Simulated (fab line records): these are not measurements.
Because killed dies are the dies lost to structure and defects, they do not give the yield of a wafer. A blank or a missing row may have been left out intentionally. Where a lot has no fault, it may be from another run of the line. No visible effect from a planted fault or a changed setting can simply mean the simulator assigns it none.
fab line records / flow nand_harc
record lots=6 wafers=18 last_day=33
route steps=1302 shown A_M0@1139 END@1302
lots with no fault: from the same line, run without faults
start_h: the number of hours between the record's first day and the start of the first shown wafer of the lot / wait_h: hours since the lot's step before / " same as the row above / L1.1+2: several wafers, shown together as one row / - value missing, or start not given / * or withheld: withheld / < > ~ a bound
route shown NAME@n: names a module that has steps shown in the file, with the first one's number in the route / usual: mean and standard deviation over wafers with no fault / same: alike in all rows / chamber/n: place in a boat / sites: readings site by site / _std_site: how widely they spread, as a standard deviation / _edge_site: inner sites' mean taken away from outer sites' mean / radius_mm: for every site, how far away it sits from the centre of the wafer / mask NAME#n: copy n / behind: the last tool/chamber to shape the wafer / hold: cause of the lot's hold/its duration in hours/its outcome / device: names the non-switching transistor (n, p or np) / end of line: tests of these same wafers at the route's end / a step with no rows: only its recipe / killed: at the first sort, the dies lost to defects and structure; wafer yield is something else / map: a wafer's dies, marking killed ones x, the rest . and places with no die _
set.NAME: the setting as run; set.NAME@STEP: as run at that earlier step / model.NAME: the simulator's own value behind a step, which no gauge read
certain route steps with their lots: each step a table, each wafer a row
services: when a tool's chamber went out of use (start_h, in hours from the record's first day, below 0 if earlier), for how many hours, and the reason
## steps
# step NHARC_A_M0_HMDS_02
# recipe time_s=30
# step NHARC_A_M0_COAT_33
# recipe temp_c=200 time_s=65
# step NHARC_A_M0_COAT_03
# recipe spin_rpm=1500 resist_thk_nm=90
# step NHARC_A_M0_SOFTBAKE_04
# recipe temp_c=105 time_s=55
# step NHARC_A_M0_EBR_05
# step NHARC_A_M0_EXPOSE_06
# recipe na=1.35 target_cd_nm=80 dose_mj=83.25 mask_id=A_M0
# step NHARC_A_M0_PEB_07
# recipe peb_temp_c=100 peb_time_s=65
# step NHARC_A_M0_DEVELOP_08
# recipe develop_time_s=35 dev_temp_c=23
# step NHARC_A_M0_CD_MEAS_09
# recipe target_cd_nm=80 landing_energy_ev=500
# usual cd_nm=80.2/0.71
lot.wafer=L600.1 tool=cd_sem-01 chamber=0 start_h=587.40 wait_h=- cd_nm=79.9
lot.wafer=L600.4 tool=cd_sem-01 chamber=0 start_h=587.40 wait_h=- cd_nm=80.1
lot.wafer=L600.5 tool=cd_sem-01 chamber=0 start_h=587.40 wait_h=- cd_nm=80.3
lot.wafer=L602.3 tool=cd_sem-02 chamber=0 start_h=587.89 wait_h=- cd_nm=80.3
lot.wafer=L602.4 tool=cd_sem-02 chamber=0 start_h=587.89 wait_h=- cd_nm=80.8
lot.wafer=L602.5 tool=cd_sem-02 chamber=0 start_h=587.89 wait_h=- cd_nm=79.8
lot.wafer=L608.1 tool=cd_sem-02 chamber=0 start_h=661.56 wait_h=- cd_nm=81.5
lot.wafer=L608.3 tool=cd_sem-02 chamber=0 start_h=661.56 wait_h=- cd_nm=79.8
lot.wafer=L608.6 tool=cd_sem-02 chamber=0 start_h=661.56 wait_h=- cd_nm=81.2
lot.wafer=L609.3 tool=cd_sem-03 chamber=0 start_h=669.85 wait_h=- cd_nm=79.5
lot.wafer=L609.5 tool=cd_sem-03 chamber=0 start_h=669.85 wait_h=- cd_nm=80.1
lot.wafer=L609.6 tool=cd_sem-03 chamber=0 start_h=669.85 wait_h=- cd_nm=79.0
lot.wafer=L612.2 tool=cd_sem-03 chamber=0 start_h=696.19 wait_h=- cd_nm=80.6
lot.wafer=L612.3 tool=cd_sem-03 chamber=0 start_h=696.19 wait_h=- cd_nm=80.0
lot.wafer=L612.4 tool=cd_sem-03 chamber=0 start_h=696.19 wait_h=- cd_nm=80.1
lot.wafer=L619.1 tool=cd_sem-01 chamber=0 start_h=759.13 wait_h=- cd_nm=78.4
lot.wafer=L619.3 tool=cd_sem-01 chamber=0 start_h=759.13 wait_h=- cd_nm=78.6
lot.wafer=L619.5 tool=cd_sem-01 chamber=0 start_h=759.13 wait_h=- cd_nm=79.2
# step NHARC_A_M0_OVL_MEAS_10
# recipe pitch_nm=160
# usual overlay_x_nm=-0.2/0.72 overlay_y_nm=0.2/0.76
lot.wafer=L600.1 tool=overlay-01 chamber=- start_h=587.49 wait_h=- overlay_x_nm=-0.6 overlay_y_nm=-0.3
lot.wafer=L600.4 tool=overlay-01 chamber=- start_h=587.49 wait_h=- overlay_x_nm=-0.3 overlay_y_nm=-0.7
lot.wafer=L600.5 tool=overlay-01 chamber=- start_h=587.49 wait_h=- overlay_x_nm=-0.6 overlay_y_nm=-0.7
lot.wafer=L602.3 tool=overlay-01 chamber=- start_h=587.97 wait_h=- overlay_x_nm=-0.4 overlay_y_nm=-0.7
lot.wafer=L602.4 tool=overlay-01 chamber=- start_h=587.97 wait_h=- overlay_x_nm=-0.5 overlay_y_nm=0.0
lot.wafer=L602.5 tool=overlay-01 chamber=- start_h=587.97 wait_h=- overlay_x_nm=-0.2 overlay_y_nm=-0.9
lot.wafer=L608.1 tool=overlay-01 chamber=- start_h=661.65 wait_h=- overlay_x_nm=-0.9 overlay_y_nm=0.6
lot.wafer=L608.3 tool=overlay-01 chamber=- start_h=661.65 wait_h=- overlay_x_nm=-0.1 overlay_y_nm=0.1
lot.wafer=L608.6 tool=overlay-01 chamber=- start_h=661.65 wait_h=- overlay_x_nm=-0.5 overlay_y_nm=0.0
lot.wafer=L609.3 tool=overlay-01 chamber=- start_h=669.94 wait_h=- overlay_x_nm=-0.6 overlay_y_nm=0.2
lot.wafer=L609.5 tool=overlay-01 chamber=- start_h=669.94 wait_h=- overlay_x_nm=-0.5 overlay_y_nm=0.1
lot.wafer=L609.6 tool=overlay-01 chamber=- start_h=669.94 wait_h=- overlay_x_nm=-0.2 overlay_y_nm=-0.2
lot.wafer=L612.2 tool=overlay-01 chamber=- start_h=696.28 wait_h=- overlay_x_nm=0.7 overlay_y_nm=0.0
lot.wafer=L612.3 tool=overlay-01 chamber=- start_h=696.28 wait_h=- overlay_x_nm=0.5 overlay_y_nm=-0.1
lot.wafer=L612.4 tool=overlay-01 chamber=- start_h=696.28 wait_h=- overlay_x_nm=1.2 overlay_y_nm=0.4
lot.wafer=L619.1 tool=overlay-02 chamber=- start_h=759.21 wait_h=- overlay_x_nm=0.0 overlay_y_nm=-1.8
lot.wafer=L619.3 tool=overlay-02 chamber=- start_h=759.21 wait_h=- overlay_x_nm=-0.4 overlay_y_nm=-1.8
lot.wafer=L619.5 tool=overlay-02 chamber=- start_h=759.21 wait_h=- overlay_x_nm=-0.2 overlay_y_nm=-1.7
# step NHARC_A_M0_INSPECT_11
# usual raw_defect_count=82/37
lot.wafer=L600.1 tool=defect_inspect-01 chamber=- start_h=587.53 wait_h=0.0 raw_defect_count=107
lot.wafer=L600.4 tool=defect_inspect-01 chamber=- start_h=587.53 wait_h=0.0 raw_defect_count=119
lot.wafer=L600.5 tool=defect_inspect-01 chamber=- start_h=587.53 wait_h=0.0 raw_defect_count=92
lot.wafer=L602.3 tool=defect_inspect-02 chamber=- start_h=588.01 wait_h=0.0 raw_defect_count=73
lot.wafer=L602.4 tool=defect_inspect-02 chamber=- start_h=588.01 wait_h=0.0 raw_defect_count=75
lot.wafer=L602.5 tool=defect_inspect-02 chamber=- start_h=588.01 wait_h=0.0 raw_defect_count=45
lot.wafer=L608.1 tool=defect_inspect-02 chamber=- start_h=661.69 wait_h=0.0 raw_defect_count=44
lot.wafer=L608.3 tool=defect_inspect-02 chamber=- start_h=661.69 wait_h=0.0 raw_defect_count=43
lot.wafer=L608.6 tool=defect_inspect-02 chamber=- start_h=661.69 wait_h=0.0 raw_defect_count=59
lot.wafer=L609.3 tool=defect_inspect-02 chamber=- start_h=669.97 wait_h=0.0 raw_defect_count=77
lot.wafer=L609.5 tool=defect_inspect-02 chamber=- start_h=669.97 wait_h=0.0 raw_defect_count=87
lot.wafer=L609.6 tool=defect_inspect-02 chamber=- start_h=669.97 wait_h=0.0 raw_defect_count=88
lot.wafer=L612.2 tool=defect_inspect-02 chamber=- start_h=696.31 wait_h=0.0 raw_defect_count=78
lot.wafer=L612.3 tool=defect_inspect-02 chamber=- start_h=696.31 wait_h=0.0 raw_defect_count=100
lot.wafer=L612.4 tool=defect_inspect-02 chamber=- start_h=696.31 wait_h=0.0 raw_defect_count=105
lot.wafer=L619.1 tool=defect_inspect-01 chamber=- start_h=759.25 wait_h=0.0 raw_defect_count=92
lot.wafer=L619.3 tool=defect_inspect-01 chamber=- start_h=759.25 wait_h=0.0 raw_defect_count=77
lot.wafer=L619.5 tool=defect_inspect-01 chamber=- start_h=759.25 wait_h=0.0 raw_defect_count=91
# step NHARC_A_M0_DESCUM_14
# recipe time_s=3 o2_flow_sccm=200 ar_flow_sccm=0 bias_power_w=0 chemistry=O2
# usual drypump_motor_current_A=5.9/0.53 oes_product_au=1.003/0.01 rf_vpp_V=57.9/0.89 showerhead_plenum_p_Torr=1.91/0.058 throttle_valve_pct=11.312/0.0089
lot.wafer=L600.1 tool=rie_diel-07 chamber=3 start_h=587.59 wait_h=0.1 drypump_motor_current_A=5.8 oes_product_au=1.018 rf_hours_counter_h=5.3 rf_vpp_V=57.0 showerhead_plenum_p_Torr=1.89 throttle_valve_pct=11.311
lot.wafer=L600.4 tool=rie_diel-07 chamber=2 start_h=587.59 wait_h=0.1 drypump_motor_current_A=6.1 oes_product_au=0.996 rf_hours_counter_h=4.8 rf_vpp_V=60.7 showerhead_plenum_p_Torr=1.96 throttle_valve_pct=11.302
lot.wafer=L600.5 tool=rie_diel-07 chamber=0 start_h=587.59 wait_h=0.1 drypump_motor_current_A=5.8 oes_product_au=0.997 rf_hours_counter_h=- rf_vpp_V=58.0 showerhead_plenum_p_Torr=1.91 throttle_valve_pct=11.326
lot.wafer=L602.3 tool=rie_diel-03 chamber=0 start_h=588.07 wait_h=0.1 drypump_motor_current_A=6.8 oes_product_au=1.008 rf_hours_counter_h=6.6 rf_vpp_V=59.5 showerhead_plenum_p_Torr=1.94 throttle_valve_pct=11.324
lot.wafer=L602.4 tool=rie_diel-03 chamber=3 start_h=588.07 wait_h=0.1 drypump_motor_current_A=6.4 oes_product_au=0.999 rf_hours_counter_h=6.4 rf_vpp_V=57.0 showerhead_plenum_p_Torr=1.88 throttle_valve_pct=11.293
lot.wafer=L602.5 tool=rie_diel-03 chamber=0 start_h=588.07 wait_h=0.1 drypump_motor_current_A=6.8 oes_product_au=1.008 rf_hours_counter_h=- rf_vpp_V=57.3 showerhead_plenum_p_Torr=1.94 throttle_valve_pct=11.303
lot.wafer=L608.3 tool=rie_diel-07 chamber=3 start_h=661.76 wait_h=0.1 drypump_motor_current_A=5.8 oes_product_au=1.010 rf_hours_counter_h=0.1 rf_vpp_V=57.7 showerhead_plenum_p_Torr=1.89 throttle_valve_pct=11.306
lot.wafer=L608.1 tool=rie_diel-07 chamber=0 start_h=661.76 wait_h=0.1 drypump_motor_current_A=5.8 oes_product_au=0.992 rf_hours_counter_h=0.1 rf_vpp_V=58.4 showerhead_plenum_p_Torr=1.91 throttle_valve_pct=11.322
lot.wafer=L608.6 tool=rie_diel-07 chamber=3 start_h=661.76 wait_h=0.1 drypump_motor_current_A=5.8 oes_product_au=1.001 rf_hours_counter_h=- rf_vpp_V=58.3 showerhead_plenum_p_Torr=1.89 throttle_valve_pct=11.307
lot.wafer=L609.3 tool=rie_diel-07 chamber=3 start_h=670.05 wait_h=0.1 drypump_motor_current_A=5.8 oes_product_au=1.016 rf_hours_counter_h=0.9 rf_vpp_V=58.1 showerhead_plenum_p_Torr=1.89 throttle_valve_pct=11.316
lot.wafer=L609.5 tool=rie_diel-07 chamber=1 start_h=670.05 wait_h=0.1 drypump_motor_current_A=5.5 oes_product_au=1.002 rf_hours_counter_h=- rf_vpp_V=58.5 showerhead_plenum_p_Torr=1.82 throttle_valve_pct=11.314
lot.wafer=L609.6 tool=rie_diel-07 chamber=2 start_h=670.05 wait_h=0.1 drypump_motor_current_A=6.0 oes_product_au=1.006 rf_hours_counter_h=- rf_vpp_V=56.3 showerhead_plenum_p_Torr=1.96 throttle_valve_pct=11.321
lot.wafer=L612.2 tool=rie_diel-05 chamber=0 start_h=696.37 wait_h=0.1 drypump_motor_current_A=5.0 oes_product_au=0.987 rf_hours_counter_h=6.2 rf_vpp_V=57.8 showerhead_plenum_p_Torr=1.99 throttle_valve_pct=11.314
lot.wafer=L612.3 tool=rie_diel-05 chamber=2 start_h=696.37 wait_h=0.1 drypump_motor_current_A=6.5 oes_product_au=1.018 rf_hours_counter_h=4.8 rf_vpp_V=58.7 showerhead_plenum_p_Torr=1.98 throttle_valve_pct=11.310
lot.wafer=L612.4 tool=rie_diel-05 chamber=3 start_h=696.37 wait_h=0.1 drypump_motor_current_A=6.2 oes_product_au=1.005 rf_hours_counter_h=6.5 rf_vpp_V=57.5 showerhead_plenum_p_Torr=1.83 throttle_valve_pct=11.318
lot.wafer=L619.3 tool=rie_diel-05 chamber=1 start_h=759.31 wait_h=0.1 drypump_motor_current_A=5.1 oes_product_au=1.005 rf_hours_counter_h=8.9 rf_vpp_V=58.2 showerhead_plenum_p_Torr=1.94 throttle_valve_pct=11.305
lot.wafer=L619.1 tool=rie_diel-05 chamber=3 start_h=759.31 wait_h=0.1 drypump_motor_current_A=6.2 oes_product_au=1.009 rf_hours_counter_h=9.0 rf_vpp_V=56.8 showerhead_plenum_p_Torr=1.82 throttle_valve_pct=11.303
lot.wafer=L619.5 tool=rie_diel-05 chamber=2 start_h=759.31 wait_h=0.1 drypump_motor_current_A=6.5 oes_product_au=1.011 rf_hours_counter_h=- rf_vpp_V=57.7 showerhead_plenum_p_Torr=1.98 throttle_valve_pct=11.312
# step NHARC_A_M0_ETCH_34
# recipe target_depth_a=400 overetch_a=120 time_s=43.94 ion_energy_ev=200 n2_flow_sccm=150 h2_flow_sccm=150 ar_flow_sccm=0 rf_w=400 bias_w=150 chemistry=N2/H2
# usual drypump_motor_current_A=5.8/0.52 oes_product_au=1.002/0.0094 rf_vpp_V=430.4/1.9 run_length_s=65.3/0.51 showerhead_plenum_p_Torr=2.03/0.064 throttle_valve_pct=14.171/0.0088
lot.wafer=L600.1 tool=rie_diel-07 chamber=3 start_h=587.67 wait_h=0.1 drypump_motor_current_A=5.8 oes_product_au=1.002 rf_hours_counter_h=5.3 rf_vpp_V=429.6 run_length_s=65.2 showerhead_plenum_p_Torr=2.01 throttle_valve_pct=14.169
lot.wafer=L600.4 tool=rie_diel-07 chamber=1 start_h=587.67 wait_h=0.1 drypump_motor_current_A=5.5 oes_product_au=0.996 rf_hours_counter_h=5.5 rf_vpp_V=427.6 run_length_s=64.9 showerhead_plenum_p_Torr=1.94 throttle_valve_pct=14.163
lot.wafer=L600.5 tool=rie_diel-07 chamber=0 start_h=587.67 wait_h=0.1 drypump_motor_current_A=5.8 oes_product_au=0.990 rf_hours_counter_h=- rf_vpp_V=430.5 run_length_s=65.5 showerhead_plenum_p_Torr=2.04 throttle_valve_pct=14.172
lot.wafer=L602.3 tool=rie_diel-03 chamber=1 start_h=588.17 wait_h=0.1 drypump_motor_current_A=6.1 oes_product_au=0.997 rf_hours_counter_h=6.3 rf_vpp_V=427.5 run_length_s=64.4 showerhead_plenum_p_Torr=1.93 throttle_valve_pct=14.159
lot.wafer=L602.4 tool=rie_diel-03 chamber=2 start_h=588.17 wait_h=0.1 drypump_motor_current_A=5.2 oes_product_au=1.004 rf_hours_counter_h=6.2 rf_vpp_V=428.4 run_length_s=65.6 showerhead_plenum_p_Torr=2.02 throttle_valve_pct=14.179
lot.wafer=L602.5 tool=rie_diel-03 chamber=0 start_h=588.17 wait_h=0.1 drypump_motor_current_A=6.8 oes_product_au=1.001 rf_hours_counter_h=- rf_vpp_V=432.8 run_length_s=65.7 showerhead_plenum_p_Torr=2.06 throttle_valve_pct=14.178
lot.wafer=L608.3 tool=rie_diel-07 chamber=1 start_h=661.84 wait_h=0.1 drypump_motor_current_A=5.5 oes_product_au=0.993 rf_hours_counter_h=0.1 rf_vpp_V=428.5 run_length_s=54.6 showerhead_plenum_p_Torr=1.94 throttle_valve_pct=14.176
lot.wafer=L608.1 tool=rie_diel-07 chamber=3 start_h=661.84 wait_h=0.1 drypump_motor_current_A=5.8 oes_product_au=1.006 rf_hours_counter_h=0.1 rf_vpp_V=429.6 run_length_s=64.9 showerhead_plenum_p_Torr=2.01 throttle_valve_pct=14.181
lot.wafer=L608.6 tool=rie_diel-07 chamber=2 start_h=661.84 wait_h=0.1 drypump_motor_current_A=6.1 oes_product_au=1.003 rf_hours_counter_h=- rf_vpp_V=432.0 run_length_s=65.7 showerhead_plenum_p_Torr=2.09 throttle_valve_pct=14.171
lot.wafer=L609.3 tool=rie_diel-07 chamber=3 start_h=670.13 wait_h=0.1 drypump_motor_current_A=5.8 oes_product_au=1.027 rf_hours_counter_h=0.9 rf_vpp_V=428.7 run_length_s=54.7 showerhead_plenum_p_Torr=2.01 throttle_valve_pct=14.169
lot.wafer=L609.6 tool=rie_diel-07 chamber=0 start_h=670.13 wait_h=0.1 drypump_motor_current_A=5.8 oes_product_au=0.995 rf_hours_counter_h=- rf_vpp_V=430.5 run_length_s=65.7 showerhead_plenum_p_Torr=2.03 throttle_valve_pct=14.167
lot.wafer=L609.5 tool=rie_diel-07 chamber=1 start_h=670.13 wait_h=0.1 drypump_motor_current_A=5.5 oes_product_au=1.003 rf_hours_counter_h=- rf_vpp_V=429.0 run_length_s=65.4 showerhead_plenum_p_Torr=1.94 throttle_valve_pct=14.161
lot.wafer=L612.3 tool=rie_diel-05 chamber=2 start_h=696.46 wait_h=0.1 drypump_motor_current_A=6.5 oes_product_au=1.022 rf_hours_counter_h=4.9 rf_vpp_V=433.5 run_length_s=65.2 showerhead_plenum_p_Torr=2.12 throttle_valve_pct=14.180
lot.wafer=L612.2 tool=rie_diel-05 chamber=0 start_h=696.46 wait_h=0.1 drypump_motor_current_A=5.0 oes_product_au=0.989 rf_hours_counter_h=6.2 rf_vpp_V=433.6 run_length_s=65.5 showerhead_plenum_p_Torr=2.13 throttle_valve_pct=14.175
lot.wafer=L612.4 tool=rie_diel-05 chamber=1 start_h=696.46 wait_h=0.1 drypump_motor_current_A=5.1 oes_product_au=1.007 rf_hours_counter_h=5.5 rf_vpp_V=430.5 run_length_s=65.2 showerhead_plenum_p_Torr=2.07 throttle_valve_pct=14.170
lot.wafer=L619.1 tool=rie_diel-05 chamber=3 start_h=759.41 wait_h=0.1 drypump_motor_current_A=6.2 oes_product_au=1.002 rf_hours_counter_h=9.0 rf_vpp_V=427.2 run_length_s=65.7 showerhead_plenum_p_Torr=1.94 throttle_valve_pct=14.150
lot.wafer=L619.3 tool=rie_diel-05 chamber=1 start_h=759.41 wait_h=0.1 drypump_motor_current_A=5.1 oes_product_au=0.991 rf_hours_counter_h=8.9 rf_vpp_V=431.0 run_length_s=65.6 showerhead_plenum_p_Torr=2.07 throttle_valve_pct=14.181
lot.wafer=L619.5 tool=rie_diel-05 chamber=2 start_h=759.41 wait_h=0.1 drypump_motor_current_A=6.5 oes_product_au=1.013 rf_hours_counter_h=- rf_vpp_V=432.4 run_length_s=65.6 showerhead_plenum_p_Torr=2.11 throttle_valve_pct=14.166
# step NHARC_A_M0_ETCH_15
# recipe target_depth_a=1500 overetch_a=150 time_s=82.5 c4f8_flow_sccm=withheld ar_flow_sccm=400 rf_w=600 bias_w=300 chemistry=C4F8/Ar
# usual oes_product_au=0.949/0.024 rf_vpp_V=440.6/2 run_length_s=103.9/0.53
lot.wafer=L600.1 tool=rie_diel-07 chamber=3 start_h=- wait_h=- oes_product_au=0.925 rf_hours_counter_h=5.3 rf_vpp_V=440.6 run_length_s=103.4
lot.wafer=L600.4 tool=rie_diel-07 chamber=1 start_h=- wait_h=- oes_product_au=0.926 rf_hours_counter_h=5.5 rf_vpp_V=437.8 run_length_s=103.2
lot.wafer=L600.5 tool=rie_diel-07 chamber=3 start_h=- wait_h=- oes_product_au=0.925 rf_hours_counter_h=- rf_vpp_V=440.3 run_length_s=103.8
lot.wafer=L602.3 tool=rie_diel-03 chamber=3 start_h=- wait_h=- oes_product_au=0.922 rf_hours_counter_h=6.4 rf_vpp_V=440.7 run_length_s=102.6
lot.wafer=L602.4 tool=rie_diel-03 chamber=2 start_h=- wait_h=- oes_product_au=0.937 rf_hours_counter_h=6.2 rf_vpp_V=440.7 run_length_s=103.5
lot.wafer=L602.5 tool=rie_diel-03 chamber=0 start_h=- wait_h=- oes_product_au=0.918 rf_hours_counter_h=- rf_vpp_V=442.0 run_length_s=104.8
lot.wafer=L608.3 tool=rie_diel-07 chamber=2 start_h=- wait_h=- oes_product_au=0.975 rf_hours_counter_h=0.1 rf_vpp_V=442.8 run_length_s=104.2
lot.wafer=L608.1 tool=rie_diel-07 chamber=0 start_h=- wait_h=- oes_product_au=0.993 rf_hours_counter_h=0.1 rf_vpp_V=441.0 run_length_s=104.9
lot.wafer=L608.6 tool=rie_diel-07 chamber=3 start_h=- wait_h=- oes_product_au=0.979 rf_hours_counter_h=- rf_vpp_V=440.6 run_length_s=103.9
lot.wafer=L609.3 tool=rie_diel-07 chamber=2 start_h=- wait_h=- oes_product_au=0.975 rf_hours_counter_h=0.7 rf_vpp_V=442.6 run_length_s=104.2
lot.wafer=L609.5 tool=rie_diel-07 chamber=0 start_h=- wait_h=- oes_product_au=0.989 rf_hours_counter_h=- rf_vpp_V=440.1 run_length_s=104.2
lot.wafer=L609.6 tool=rie_diel-07 chamber=1 start_h=- wait_h=- oes_product_au=0.968 rf_hours_counter_h=- rf_vpp_V=438.1 run_length_s=103.5
lot.wafer=L612.3 tool=rie_diel-05 chamber=1 start_h=- wait_h=- oes_product_au=0.923 rf_hours_counter_h=5.5 rf_vpp_V=442.0 run_length_s=103.8
lot.wafer=L612.4 tool=rie_diel-05 chamber=2 start_h=- wait_h=- oes_product_au=0.945 rf_hours_counter_h=4.9 rf_vpp_V=442.6 run_length_s=104.2
lot.wafer=L612.2 tool=rie_diel-05 chamber=3 start_h=- wait_h=- oes_product_au=0.921 rf_hours_counter_h=6.6 rf_vpp_V=440.0 run_length_s=104.0
lot.wafer=L619.1 tool=rie_diel-05 chamber=3 start_h=- wait_h=- oes_product_au=0.972 rf_hours_counter_h=9.1 rf_vpp_V=437.2 run_length_s=103.9
lot.wafer=L619.3 tool=rie_diel-05 chamber=1 start_h=- wait_h=- oes_product_au=0.963 rf_hours_counter_h=8.9 rf_vpp_V=440.9 run_length_s=104.0
lot.wafer=L619.5 tool=rie_diel-05 chamber=0 start_h=- wait_h=- oes_product_au=0.963 rf_hours_counter_h=- rf_vpp_V=443.8 run_length_s=103.7
# step NHARC_END_SORT_01
# recipe temp_c=25
# usual defect_limited_yield=92.0/2.6 killed_at_array=49/18 killed_at_other=0.8/1 killed_at_periphery=4.2/2.8 killed_dies=54/18 killed_open=3.0/1.7 killed_short=2.5/1.6 sort_bin_2_pct=2.8/1.2 sort_bin_3_pct=0.6/0.37 sort_bin_4_pct=4.6/1.5 sort_n_pass=623/18 sort_rim_yield_pct=92/4.2 sort_yield_pct=92.0/2.6
# same gross_dies=677 sort_bin_5_pct[%]=0 sort_bin_6_pct[%]=0 sort_bin_7_pct[%]=0 sort_bin_8_pct[%]=0 sort_rim_n_gross=106.00
lot.wafer=L602.3 tool=prober-01 chamber=0 start_h=633.92 wait_h=3.1 defect_limited_yield[%]=92.5 killed_at_array=49 killed_at_other=1 killed_at_periphery=1 killed_dies=51 killed_open=3 killed_short=5 sort_bin_2_pct[%]=2.8 sort_bin_3_pct[%]=0.7 sort_bin_4_pct[%]=4.0 sort_n_pass=626 sort_rim_yield_pct[%]=97 sort_yield_pct[%]=92.5
lot.wafer=L602.4 tool=prober-01 chamber=0 start_h=634.73 wait_h=3.4 defect_limited_yield[%]=95.3 killed_at_array=29 killed_at_other=2 killed_at_periphery=1 killed_dies=32 killed_open=6 killed_short=2 sort_bin_2_pct[%]=2.1 sort_bin_3_pct[%]=0.4 sort_bin_4_pct[%]=2.2 sort_n_pass=645 sort_rim_yield_pct[%]=92 sort_yield_pct[%]=95.3
lot.wafer=L602.5 tool=prober-01 chamber=0 start_h=635.53 wait_h=3.7 defect_limited_yield[%]=92.5 killed_at_array=46 killed_at_other=1 killed_at_periphery=4 killed_dies=51 killed_open=4 killed_short=2 sort_bin_2_pct[%]=2.7 sort_bin_3_pct[%]=0.3 sort_bin_4_pct[%]=4.6 sort_n_pass=626 sort_rim_yield_pct[%]=92 sort_yield_pct[%]=92.5
lot.wafer=L608.1 tool=prober-02 chamber=0 start_h=703.53 wait_h=2.5 defect_limited_yield[%]=94.4 killed_at_array=34 killed_at_other=0 killed_at_periphery=4 killed_dies=38 killed_open=4 killed_short=0 sort_bin_2_pct[%]=2.1 sort_bin_3_pct[%]=0 sort_bin_4_pct[%]=3.5 sort_n_pass=639 sort_rim_yield_pct[%]=88 sort_yield_pct[%]=94.4
lot.wafer=L608.3 tool=prober-02 chamber=0 start_h=705.14 wait_h=3.1 defect_limited_yield[%]=93.4 killed_at_array=40 killed_at_other=4 killed_at_periphery=1 killed_dies=45 killed_open=2 killed_short=0 sort_bin_2_pct[%]=1.8 sort_bin_3_pct[%]=0.3 sort_bin_4_pct[%]=4.6 sort_n_pass=632 sort_rim_yield_pct[%]=99 sort_yield_pct[%]=93.4
lot.wafer=L608.6 tool=prober-02 chamber=0 start_h=707.56 wait_h=4.0 defect_limited_yield[%]=92.9 killed_at_array=45 killed_at_other=0 killed_at_periphery=3 killed_dies=48 killed_open=5 killed_short=3 sort_bin_2_pct[%]=1.9 sort_bin_3_pct[%]=1.2 sort_bin_4_pct[%]=4.0 sort_n_pass=629 sort_rim_yield_pct[%]=92 sort_yield_pct[%]=92.9
# killed by level:class
L602.3 A_SLIT:chamber_film_flake=27 A_CHANNEL_HOLE_D2:chamber_film_flake=7 A_CONTACT:chamber_film_flake=4 A_ONON_D1:geometric_particle:short=2 A_CHANNEL_FILL_D1:geometric_particle:open=2 A_DECK1_JOINT:geometric_particle:short=2 A_SGD_CUT:geometric_particle:open=1 A_M0:geometric_particle:short=1
L602.4 A_SLIT:chamber_film_flake=12 A_CHANNEL_HOLE_D2:chamber_film_flake=6 A_BLC:geometric_particle:open=2 THIN_TSV:chamber_film_flake=2 A_CHANNEL_FILL_D1:geometric_particle:short=1 A_ONON_D2:geometric_particle:open=1 A_SGD_CUT:geometric_particle:short=1 A_WL_FILL:geometric_particle:open=1
L602.5 A_SLIT:chamber_film_flake=28 A_CHANNEL_HOLE_D2:chamber_film_flake=6 P_ZERO_WELL:chamber_film_flake=2 A_CHANNEL_HOLE_D1:chamber_film_flake=2 A_SGD_CUT:chamber_film_flake=2 A_CONTACT:chamber_film_flake=2 P_CONTACT:geometric_particle:open=1 A_ONON_D1:geometric_particle:short=1
L608.1 A_CHANNEL_HOLE_D2:chamber_film_flake=6 A_SLIT:chamber_film_flake=5 A_CONTACT:chamber_film_flake=5 A_CHANNEL_HOLE_D1:chamber_film_flake=4 A_CHANNEL_FILL_D2:chamber_film_flake=3 A_STAIRCASE:chamber_film_flake=3 A_WL_FILL:chamber_film_flake=3 P_GATE:geometric_particle:open=1
L608.3 A_CHANNEL_HOLE_D2:chamber_film_flake=16 A_CONTACT:chamber_film_flake=6 A_CHANNEL_HOLE_D1:chamber_film_flake=4 A_STAIRCASE:chamber_film_flake=4 THIN_TSV:chamber_film_flake=4 A_WL_FILL:chamber_film_flake=3 A_DECK1_JOINT:chamber_film_flake=2 A_SLIT:chamber_film_flake=2
L608.6 A_CHANNEL_HOLE_D2:chamber_film_flake=14 A_CHANNEL_HOLE_D1:chamber_film_flake=6 A_STAIRCASE:chamber_film_flake=5 A_SLIT:chamber_film_flake=5 A_CONTACT:chamber_film_flake=4 A_WL_FILL:chamber_film_flake=2 A_M0:chamber_film_flake=2 P_CONTACT:geometric_particle:open=1
## services
tool=rie_diel-07 chamber=0 start_h=578.25 hours=- kind=clean
tool=rie_diel-07 chamber=1 start_h=578.25 hours=- kind=clean
tool=rie_diel-07 chamber=2 start_h=578.25 hours=- kind=clean
tool=rie_diel-07 chamber=3 start_h=578.25 hours=- kind=clean
tool=rie_diel-05 chamber=- start_h=583.64 hours=9.0 kind=pm
tool=rie_diel-07 chamber=0 start_h=602.75 hours=- kind=clean
tool=rie_diel-07 chamber=1 start_h=602.75 hours=- kind=clean
tool=rie_diel-07 chamber=2 start_h=602.75 hours=- kind=clean
tool=rie_diel-07 chamber=3 start_h=602.75 hours=- kind=clean
tool=rie_diel-07 chamber=0 start_h=627.25 hours=- kind=clean
tool=rie_diel-07 chamber=1 start_h=627.25 hours=- kind=clean
tool=rie_diel-07 chamber=2 start_h=627.25 hours=- kind=clean
tool=rie_diel-07 chamber=3 start_h=627.25 hours=- kind=clean
tool=rie_diel-03 chamber=- start_h=635.30 hours=9.0 kind=pm
tool=rie_diel-05 chamber=2 start_h=635.47 hours=6.6 kind=repair
tool=rie_diel-05 chamber=- start_h=636.64 hours=0.2 kind=repair
tool=rie_diel-07 chamber=- start_h=648.25 hours=9.0 kind=pm
tool=rie_diel-07 chamber=0 start_h=648.25 hours=9.0 kind=vent_cycle
tool=rie_diel-07 chamber=1 start_h=648.25 hours=9.0 kind=vent_cycle
tool=rie_diel-07 chamber=2 start_h=648.25 hours=9.0 kind=vent_cycle
tool=rie_diel-03 chamber=1 start_h=669.04 hours=20.1 kind=repair
tool=rie_diel-03 chamber=2 start_h=680.61 hours=12.1 kind=repair
tool=rie_diel-07 chamber=- start_h=701.65 hours=0.5 kind=repair
tool=rie_diel-07 chamber=2 start_h=725.67 hours=1.3 kind=repair
## key
first_sign step=NHARC_A_M0_ETCH_34 reading=run_length_s direction=down sigmas=21 usual=* struck=*
effect none on later readings
met_at NHARC_A_M0_ETCH_34
struck_wafers L608.3,L609.3
onset_between 587.67 661.84
fault kind=process_parameter_drift tool=rie_diel-07 chamber=- onset_h=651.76 steps=NHARC_A_M0_ETCH_34 channel=time_s offset=* shape=step end_h=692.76 scope=struck_wafers_only acts_in=* stated=*
